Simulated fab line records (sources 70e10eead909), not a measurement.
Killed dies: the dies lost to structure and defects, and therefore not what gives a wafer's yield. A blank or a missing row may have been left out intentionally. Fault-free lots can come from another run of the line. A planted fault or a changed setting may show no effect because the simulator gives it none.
Struck lot and sound lot, side by side | flow nandHarc | 14 steps out of a route of 1159
Sound: wafers L925.2, L925.4, L925.5. Struck: wafers L917.1, L917.3, L917.4. Last of all comes the cause.
Per side, at each step with rows, come the tool, then ch with its chambers, and then its first start. Under that, the readings that differ: sound wafers | struck wafers | difference of the means | sigmas: that difference in standard deviations of wafers without a fault.
alike: readings with means less than 2 such deviations apart, plus words and numbers identical on both sides. not compared: withheld readings, readings lacking a value on some wafer, bounds such as >300 that could conceal the same value, and numbers that have no deviation in the record and whose values overlap.
Wherever a step has rows on one side only, a row that says differs or no value, or a row with sigmas, the two part there. When numbers do not overlap yet have no deviation, they are printed without sigmas and do not part them. Lack of a reading on every wafer of one side parts them only where that side has two or more wafers.

first, 1 step without rows for these wafers: NHARC_A_ONON_D1_DEP_19 (target thk 1000 nm).
NHARC_A_ONON_D1_THK_MEAS_21: measures by ellipsometry.
  sound: filmMetro-02 at day 11 03:34; struck: filmMetro-02 at day 9 10:38
  alike: thkNm
then, no rows for these wafers at 1 step: NHARC_A_ONON_D1_DEP_22 (target thk 1000 nm).
NHARC_A_ONON_D1_THK_MEAS_24: measures by ellipsometry.
  sound: filmMetro-02 at day 11 04:09; struck: filmMetro-02 at day 9 11:13
  alike: thkNm
then, no rows for these wafers at 1 step: NHARC_A_ONON_D1_DEP_25 (target thk 1000 nm).
NHARC_A_ONON_D1_THK_MEAS_27: measures by ellipsometry.
  sound: filmMetro-02 at day 11 04:43; struck: filmMetro-02 at day 9 11:46
  alike: thkNm
then, no rows for these wafers at 1 step: NHARC_A_ONON_D1_DEP_28 (target thk 1000 nm).
NHARC_A_ONON_D1_THK_MEAS_30: measures by ellipsometry.
  sound: filmMetro-01 at day 11 05:17; struck: filmMetro-02 at day 9 12:20
  alike: thkNm
NHARC_A_ONON_D1_DEP_33: deposits SiO2, target thk 200 nm.
  sound on pecvd-02 ch 0,1, day 11 05:25; struck on pecvd-01 ch 0,1,2, day 9 12:23
  alike: flowSccm, heaterPowerW, throttleValvePct
  not compared: sinceWetCleanH
NHARC_A_ONON_D1_THK_MEAS_34: measures by ellipsometry.
  sound: filmMetro-02 at day 11 05:47; struck: filmMetro-01 at day 9 12:49
  alike: thkNm
NHARC_A_ONON_D1_INSPECT_32:
  sound: defectInspect-02 at day 11 05:52; struck: defectInspect-02 at day 9 12:54
  alike: rawDefectCount
NHARC_A_CHANNEL_HOLE_D1_DEP_00: deposits aC, target thk 3100 nm.
  sound on aclDep-02 ch 0, day 11 06:15; struck on aclDep-03 ch 0, day 9 15:07
  alike: throttleValvePct
NHARC_A_CHANNEL_HOLE_D1_DEP_01: deposits SiON, target thk 140 nm.
  sound on pecvd-03 ch 0,2, day 11 08:03; struck on pecvd-01 ch 0,1,2, day 9 17:22
  alike: heaterPowerW
  not compared: sinceWetCleanH
-- the record jumps here: 11 days lie between the struck wafers' starts before and after (it left off in module A_CHANNEL_HOLE_D1 and takes up again in module END, whose first step shown is number 1159 of the route) --
NHARC_END_SORT_01:
  only the struck wafers appear in the record here, on prober-02 ch 0 at day 20 10:42; the sound ones have no rows

## WHERE THEY PART
Only at NHARC_END_SORT_01, within this record.

WHY: the cause the simulator had injected
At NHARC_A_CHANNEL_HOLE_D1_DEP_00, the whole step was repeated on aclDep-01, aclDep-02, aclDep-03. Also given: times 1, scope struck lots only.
